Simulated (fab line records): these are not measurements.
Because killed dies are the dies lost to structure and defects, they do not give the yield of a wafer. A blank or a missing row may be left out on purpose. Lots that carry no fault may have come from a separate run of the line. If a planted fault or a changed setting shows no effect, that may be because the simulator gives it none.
fab line records	flow n5_finfet
record: lots: 10	wafers: 27	last_day: 24
route steps=1938 shown BEOL_M2@884 BEOL_M4@1111 PASSIVATION@1936
lots untouched by any fault: they come from a run of this same line in which no faults occurred
start_h: hours from the record's opening day to when the first of the lot's shown wafers began	wait_h: hours from the lot's prior step to this one	" identical to the entry in the row above	L1.1+2: several wafers, shown together as one row	- value missing, or start not given	* or withheld: withheld	< > ~ a bound
route shown NAME@n: a module of which the file shows steps, and the number in the route of the first	usual: mean/standard deviation taken from wafers without a fault	same: alike in all rows	chamber/n: place in a boat	sites: readings site by site	_std_site: how widely they spread, as a standard deviation	_edge_site: mean of outer sites minus mean of inner sites	radius_mm: for every site, how far away it sits from the centre of the wafer	mask NAME#n: copy n	behind: tool/chamber where the wafer was last shaped	hold: reason for holding the lot/hours on hold/outcome of the hold	device: the n, p or np transistor that did not switch	end of line: at the end of the route, the tests of the same wafers	a step given without rows: its recipe and nothing more	killed: dies lost to structure and defects at the first sort, not the wafer's yield	map: dies across one wafer; x = killed, . = not, _ = none there
set.NAME: the setting the step ran with; set.NAME@STEP: the setting that earlier step ran with	model.NAME: the simulator's own value behind a step, which no gauge read
route steps across a sampled set of lots; one table per step, one row per wafer
services: from which hour (start_h, from the record's first day; less than 0 if before it) a tool's chamber was out of use, for how many hours, and why
== steps ==
step: N5_BEOL_M2_ETCH_70
recipe: chemistry: N2/H2	target: SOC	target_depth_a: 800	overetch_a: 240	mask_material: SiARC	temp_c: 40	time_s: 130	ion_energy_ev: 200	pressure_mtorr: 30	source_w: 840	bias_w: 150	n2_flow_sccm: 200	h2_flow_sccm: 200
usual: bias_w: 150.0/0.48	drypump_motor_current_A: 5.8/0.44	oes_product_au: 0.59/0.054	rf_vpp_V: 524.3/2.7	showerhead_plenum_p_Torr: 2.56/0.096	throttle_valve_pct: 17.78/0.15
lot.wafer	tool	chamber	start_h	wait_h	bias_w	drypump_motor_current_A	oes_product_au	rf_hours_counter_h	rf_vpp_V	showerhead_plenum_p_Torr	throttle_valve_pct
L535.1	rie_diel-02	3	206.11	0.0	150.0	5.2	0.66	22	525.6	2.59	17.68
L535.4	"	0	"	"	150.0	6.5	0.64	35	526.3	2.59	17.72
L535.6	"	3	"	"	149.8	5.2	0.66	-	525.3	2.59	17.67
L544.1	rie_diel-03	3	256.22	0.0	150.1	6.0	0.50	247	520.3	2.39	18.02
L544.2	"	0	"	"	150.5	6.1	0.53	175	522.7	2.51	17.92
L544.3	"	2	"	"	149.6	5.9	0.52	216	520.9	2.41	17.78
L539.1	rie_diel-03	0	257.72	0.0	150.3	6.1	0.53	175	524.1	2.51	17.93
L539.2	"	3	"	"	149.6	6.0	0.49	248	520.2	2.39	18.02
L539.3	"	2	"	"	149.8	5.9	0.53	216	519.0	2.41	17.77
L534.2	rie_diel-02	2	257.76	0.0	149.1	5.7	0.65	29	525.7	2.59	17.81
L534.4	"	0	"	"	149.9	6.5	0.61	56	523.9	2.58	17.76
L534.5	"	2	"	"	150.4	5.7	0.66	-	523.3	2.59	17.81
L541.2	rie_diel-03	2	282.71	0.0	149.9	5.9	0.52	227	519.8	2.40	17.79
L541.3	"	1	"	"	149.9	5.5	0.54	198	526.9	2.63	17.61
L541.5	"	2	"	"	150.2	5.9	0.52	-	520.9	2.40	17.78
L545.1	rie_diel-02	2	297.30	0.0	150.6	5.7	0.64	44	525.3	2.59	17.84
L545.4	"	3	"	"	150.5	5.2	0.62	56	525.8	2.57	17.74
L545.5	"	2	"	"	150.2	5.7	0.63	-	525.0	2.59	17.84
L547.2	rie_diel-02	0	301.63	0.0	150.2	6.5	0.61	71	524.4	2.57	17.79
L547.4	"	1	"	"	150.3	6.1	0.58	103	525.3	2.68	17.59
L547.6	"	0	"	"	149.8	6.5	0.60	-	524.1	2.57	17.79
L554.3	rie_diel-02	2	328.76	0.0	149.5	5.7	0.63	55	525.0	2.58	17.86
L554.6	"	2	"	"	150.2	5.7	0.63	-	525.5	2.58	17.87
L556.2	rie_diel-03	1	342.94	0.0	149.2	5.5	0.53	219	526.4	2.62	17.64
L556.6	"	2	"	"	149.7	5.9	0.51	-	519.7	2.40	17.82
L557.5	rie_diel-02	3	351.11	0.0	150.5	5.2	0.61	-	524.6	2.56	17.78
L557.6	"	2	"	"	150.0	5.7	0.62	-	526.3	2.58	17.87
step: N5_BEOL_M2_CD_MEAS_35
recipe: target_cd_nm: 18	target_cd_y_nm: 22.2	polarity: opening
usual: cd_nm: 18.0/0.36
lot.wafer	tool	chamber	start_h	wait_h	cd_nm
L535.1	cd_sem-01	-	206.62	0.0	17.5
L535.4	"	-	"	"	18.1
L535.6	"	-	"	"	17.3
L544.1	cd_sem-03	-	256.74	0.0	17.7
L544.2	"	-	"	"	18.2
L544.3	"	-	"	"	18.2
L539.1	cd_sem-03	-	258.23	0.0	18.1
L539.2	"	-	"	"	18.2
L539.3	"	-	"	"	18.1
L534.2	cd_sem-01	-	258.28	0.0	17.7
L534.4	"	-	"	"	17.9
L534.5	"	-	"	"	17.8
L541.2	cd_sem-03	-	283.23	0.0	18.3
L541.3	"	-	"	"	18.3
L541.5	"	-	"	"	18.5
L545.1	cd_sem-02	-	297.81	0.0	17.8
L545.4	"	-	"	"	17.6
L545.5	"	-	"	"	18.0
L547.2	cd_sem-03	-	302.15	0.0	17.8
L547.4	"	-	"	"	18.1
L547.6	"	-	"	"	18.2
L554.3	cd_sem-01	-	329.28	0.0	17.8
L554.6	"	-	"	"	18.0
L556.2	cd_sem-01	-	343.46	0.0	18.6
L556.6	"	-	"	"	18.4
L557.5	cd_sem-02	-	351.60	0.0	17.7
L557.6	"	-	"	"	18.1
step: N5_BEOL_M2_DEGAS_44
recipe: ambient: vacuum	temp_c: 250	time_s: 60
usual: heater_power_w: 333/29	susceptor_temp_C: 250.01/0.19
lot.wafer	tool	chamber	start_h	wait_h	heater_power_w	susceptor_temp_C
L535.1	pvd_sputter-01	-	206.95	0.3	282	250.06
L535.4	"	-	"	"	385	249.95
L535.6	"	-	"	"	374	249.83
L544.1	pvd_sputter-03	-	257.12	0.4	284	250.09
L544.2	"	-	"	"	350	249.82
L544.3	"	-	"	"	347	250.31
L539.1	pvd_sputter-01	-	258.61	0.4	331	249.89
L539.2	"	-	"	"	382	249.61
L539.3	"	-	"	"	279	250.12
L534.2	pvd_sputter-01	-	258.69	0.4	373	249.75
L534.4	"	-	"	"	278	250.38
L534.5	"	-	"	"	284	250.12
L541.2	pvd_sputter-03	-	284.00	0.8	357	249.81
L541.3	"	-	"	"	327	250.20
L541.5	"	-	"	"	322	249.86
L545.1	pvd_sputter-03	-	298.02	0.2	325	249.99
L545.4	"	-	"	"	290	250.10
L545.5	"	-	"	"	284	249.94
L547.2	pvd_sputter-03	-	302.50	0.4	355	249.94
L547.4	"	-	"	"	328	249.86
L547.6	"	-	"	"	286	249.81
L554.3	pvd_sputter-03	-	329.32	0.0	284	250.09
L554.6	"	-	"	"	287	249.95
L556.2	pvd_sputter-03	-	344.00	0.5	346	250.07
L556.6	"	-	"	"	346	250.20
L557.5	pvd_sputter-03	-	351.76	0.2	349	250.12
L557.6	"	-	"	"	351	249.87
step: N5_BEOL_M2_CVD_47
recipe: material: Co	target_thk_a: 30	temp_c: withheld	precursor: CCTBA/H2	pressure_torr: 30	time_s: 223.8
usual: run_length_s: 246.8/0.61
lot.wafer	tool	chamber	start_h	wait_h	run_length_s
L535.1	cvd_co-02	0	207.53	0.2	246.3
L535.4	"	1	"	"	247.5
L535.6	"	2	"	"	247.1
L544.1	cvd_co-01	0	257.85	0.1	247.5
L544.2	"	2	"	"	246.5
L544.3	"	1	"	"	245.8
L539.1	cvd_co-01	0	259.01	0.0	247.9
L539.2	"	1	"	"	246.0
L539.3	"	2	"	"	246.7
L534.2	cvd_co-02	0	259.15	0.1	246.0
L534.4	"	0	"	"	245.9
L534.5	"	2	"	"	247.0
L541.2	cvd_co-02	0	284.69	0.3	246.5
L541.3	"	2	"	"	247.0
L541.5	"	1	"	"	247.0
L545.1	cvd_co-01	1	298.58	0.2	246.1
L545.4	"	1	"	"	245.9
L545.5	"	2	"	"	246.9
L547.2	cvd_co-02	0	302.94	0.0	245.9
L547.4	"	2	"	"	246.9
L547.6	"	0	"	"	246.3
L554.3	cvd_co-01	2	329.96	0.3	247.4
L554.6	"	2	"	"	160.5
L556.2	cvd_co-01	2	344.41	0.1	161.1
L556.6	"	0	"	"	161.7
L557.5	cvd_co-01	2	352.29	0.2	246.9
L557.6	"	0	"	"	162.2
step: N5_BEOL_M4_RC_MEAS_101
usual: DIBL_N: 35.8/1.6	DIBL_P: 35.6/2	IOFF_N: 0.15/0.031	IOFF_P: 0.20/0.033	ION_N: 668/12	ION_P: 459/6.8	SS_N: 71.4/0.53	SS_P: 73.1/0.63	VT_N: 250/3.5	VT_P: -251/3
lot.wafer	tool	chamber	start_h	wait_h	DIBL_N[mV/V]	DIBL_P[mV/V]	IOFF_N[nA/um]	IOFF_P[nA/um]	ION_N[uA/um]	ION_P[uA/um]	SS_N[mV/dec]	SS_P[mV/dec]	VT_N[mV]	VT_P[mV]
L535.1	prober-01	0	306.28	0.1	34.5	34.8	0.12	0.19	645	443	70.6	73.0	255	-254
L535.4	"	0	"	"	35.5	36.2	0.15	0.21	676	459	71.5	72.9	250	-250
L535.6	"	0	"	"	36.9	37.5	0.17	0.24	672	464	71.9	73.6	248	-250
L544.1	prober-01	0	332.49	0.0	34.4	34.3	0.13	0.19	660	462	70.7	73.0	252	-249
L544.2	"	0	"	"	33.6	33.3	0.11	0.17	649	458	70.8	72.6	255	-253
L544.3	"	0	"	"	34.4	34.1	0.13	0.18	650	454	70.7	72.7	252	-253
L534.2	prober-02	0	347.77	0.2	35.8	36.3	0.16	0.22	674	464	71.8	72.8	251	-249
L534.4	"	0	"	"	36.6	36.9	0.18	0.24	661	451	71.5	73.5	250	-248
L534.5	"	0	"	"	35.5	36.1	0.15	0.22	671	464	71.5	73.1	251	-249
L539.1	prober-01	0	353.06	0.0	35.7	34.5	0.15	0.21	672	464	71.4	72.7	247	-250
L539.2	"	0	"	"	34.6	32.7	0.13	0.18	667	461	71.2	72.6	252	-251
L539.3	"	0	"	"	37.6	36.9	0.18	0.25	672	468	71.8	73.6	249	-246
L541.2	prober-01	0	387.70	0.2	34.6	34.7	0.12	0.17	643	449	70.8	71.9	258	-252
L541.3	"	0	"	"	34.2	34.0	0.12	0.17	657	455	70.2	72.0	255	-253
L541.5	"	0	"	"	33.9	34.0	0.12	0.17	644	451	70.4	72.1	256	-254
L545.1	prober-02	0	391.32	0.0	38.4	39.6	0.24	0.29	691	467	72.4	74.2	244	-246
L545.4	"	0	"	"	34.9	35.3	0.15	0.21	673	465	71.5	73.4	251	-251
L545.5	"	0	"	"	36.7	38.1	0.19	0.26	673	469	71.7	73.8	248	-247
L547.2	prober-02	0	399.40	0.2	32.8	34.8	0.14	0.19	667	465	71.3	72.9	251	-252
L547.4	"	0	"	"	33.6	34.3	0.14	0.19	663	459	71.6	72.9	252	-251
L547.6	"	0	"	"	33.8	34.6	0.15	0.19	670	458	70.6	73.2	249	-252
L554.3	prober-01	0	460.24	0.3	38.2	37.8	0.17	0.23	669	455	72.1	73.5	249	-248
L554.6	"	0	"	"	35.0	33.0	0.11	0.16	663	457	71.0	72.4	254	-254
L556.2	prober-02	0	461.58	0.2	35.6	34.6	0.13	0.19	659	458	71.7	72.8	251	-251
L556.6	"	0	"	"	33.5	32.1	0.10	0.15	648	450	71.4	72.0	256	-255
L557.5	prober-01	0	468.65	0.6	35.8	35.6	0.16	0.21	692	474	70.9	73.9	249	-248
L557.6	"	0	"	"	38.3	39.2	0.22	0.27	685	465	71.4	74.4	244	-244
step: N5_PASSIVATION_PROBE_49
usual: defect_limited_yield: 90.7/1.5	killed_at_M0_to_M3: 38/11	killed_at_M4_up: 15/5.5	killed_at_contacts: 12/6	killed_at_front_end: 41/11	killed_at_other: 3.5/2.7	killed_dies: 110/18	killed_open: 72/13	killed_short: 35/8.7	sort_bin_5_function: 5.5/1.1	sort_bin_6_memory: 3.4/0.63	sort_bin_8_speed: 0.01/0.037	sort_n_pass: 1070/18	sort_yield_pct: 90.7/1.5
same: gross_dies: 1180	killed_at_back_side: 0	sort_bin_4_leakage[%]: 0
lot.wafer	tool	chamber	start_h	wait_h	defect_limited_yield[%]	killed_at_M0_to_M3	killed_at_M4_up	killed_at_contacts	killed_at_front_end	killed_at_other	killed_dies	killed_open	killed_short	sort_bin_5_function[%]	sort_bin_6_memory[%]	sort_bin_8_speed[%]	sort_n_pass	sort_yield_pct[%]
L554.6	prober-01	-	564.65	0.3	92.3	24	18	12	28	9	91	53	38	4.3	3.1	0	1089	92.3
killed by level:class
L554.6 MOL_CONTACT_COAG:geometric_particle:open=10 GATE_CUT:geometric_particle:open=6 BEOL_M0_SAQP:geometric_particle:short=6 FIN_SAQP:geometric_particle:short=5 BEOL_M3:geometric_particle:open=5 BEOL_M5:geometric_particle:open=5 STI_FIN_REVEAL:geometric_particle:open=4 BEOL_M4:geometric_particle:open=4
== services ==
tool	chamber	start_h	hours	kind
cvd_co-02	-	197.93	0.2	repair
rie_diel-03	-	242.91	2.8	pm
pvd_sputter-01	-	243.28	2.7	repair
rie_diel-02	2	248.45	4.3	repair
cvd_co-02	-	252.52	0.7	repair
rie_diel-03	3	265.72	-	clean
rie_diel-03	3	265.72	-	consumable_replace:focus_ring
rie_diel-03	3	265.72	-	consumable_replace:showerhead
rie_diel-03	3	265.72	20.1	scheduled_down
rie_diel-03	3	265.72	20.1	vent_cycle
cvd_co-02	-	286.98	3.0	repair
cvd_co-02	1	316.75	9.9	repair
rie_diel-03	-	317.07	1.1	repair
rie_diel-02	-	322.47	0.1	repair
cvd_co-02	-	323.34	6.0	pm
cvd_co-01	1	333.33	-	clean
cvd_co-01	1	333.33	22.0	scheduled_down
cvd_co-01	1	333.33	22.0	vent_cycle
rie_diel-03	2	345.47	-	clean
rie_diel-03	2	345.47	-	consumable_replace:focus_ring
rie_diel-03	2	345.47	-	consumable_replace:showerhead
rie_diel-03	2	345.47	21.8	scheduled_down
rie_diel-03	2	345.47	21.8	vent_cycle
== key ==
first_sign: step: N5_BEOL_M2_CVD_47	reading: run_length_s	direction: down	sigmas: 99+	usual: *	struck: *
effect none on later readings
met_at N5_BEOL_M2_CVD_47
struck_lots L554,L556,L557
struck_wafers L554.6,L556.2,L556.6,L557.6
not_acting_at N5_BEOL_M2_ETCH_70,N5_BEOL_M2_CD_MEAS_35,N5_BEOL_M2_DEGAS_44
onset_between 298.58 329.96
fault: kind: process_parameter_drift	tool: cvd_co-01	chamber: -	onset_h: 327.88	steps: N5_BEOL_M2_CVD_47	channel: time_s	offset: *	shape: step	end_h: 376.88	scope: struck_wafers_only	acts_in: *	stated: *
